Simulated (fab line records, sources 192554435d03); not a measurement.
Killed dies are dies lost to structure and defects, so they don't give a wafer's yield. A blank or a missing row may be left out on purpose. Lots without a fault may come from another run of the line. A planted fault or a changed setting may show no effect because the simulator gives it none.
Chamber matching | flow n5_finfet | N5_STI_FIN_REVEAL_ETCHBACK_08 on rie_diel-02: 4 sister chambers
The step etches SiO2 in C4F6/O2, target depth 30.5 nm, time 10.167 s. 8 wafers are shown with their chamber, then 10 later ones without.

WAFERS WITH THEIR CHAMBER
wafer  | chamber | showerhead_plenum_p_Torr (Torr) | drypump_motor_current_A (A)
L078.2 | 1       | 2.89                            | 5.6
L082.4 | 2       | 3.01                            | 5.7
L082.6 | 2       | 3.01                            | 5.8
L083.2 | 3       | 2.77                            | 4.8
L085.5 | 0       | 2.92                            | 5.8
L085.6 | 1       | 2.88                            | 5.6
L087.3 | 0       | 2.92                            | 5.8
L087.4 | 3       | 2.76                            | 4.7

WAFERS WITHOUT THEIR CHAMBER
wafer  | showerhead_plenum_p_Torr (Torr) | drypump_motor_current_A (A)
L087.6 | 2.76                            | 4.7
L088.3 | 3.00                            | 5.8
L088.5 | 2.88                            | 5.6
L088.6 | 3.00                            | 5.7
L089.4 | 3.00                            | 5.8
L089.5 | 2.76                            | 4.7
L089.6 | 2.92                            | 5.8
L092.1 | 2.99                            | 5.8
L092.3 | 2.87                            | 5.6
L092.6 | 2.76                            | 4.7

WHICH CHAMBER EACH WENT THROUGH
wafer  | from the rows above | in truth
L087.6 | 3                   | 3
L088.3 | 2                   | 2
L088.5 | 1                   | 1
L088.6 | 2                   | 2
L089.4 | 2                   | 2
L089.5 | 3                   | 3
L089.6 | 0                   | 0
L092.1 | 2                   | 2
L092.3 | 1                   | 1
L092.6 | 3                   | 3
Placed correctly: 10 of 10. Can't be placed from these rows: 0. Placed wrongly: 0.
How it was worked out, from the rows above alone: a wafer's distance from a chamber is the root of the sum, over the readings, of the square of ((its reading less the chamber's mean) divided by the reading's scatter). The wafer belongs to the nearest chamber; if the next one is less than 2 further off, it can't be placed. A chamber's mean is the mean of its shown wafers. The scatter: the root of (the sum of the squares of (reading less its chamber's mean) over the shown wafers, divided by (wafers less chambers)).
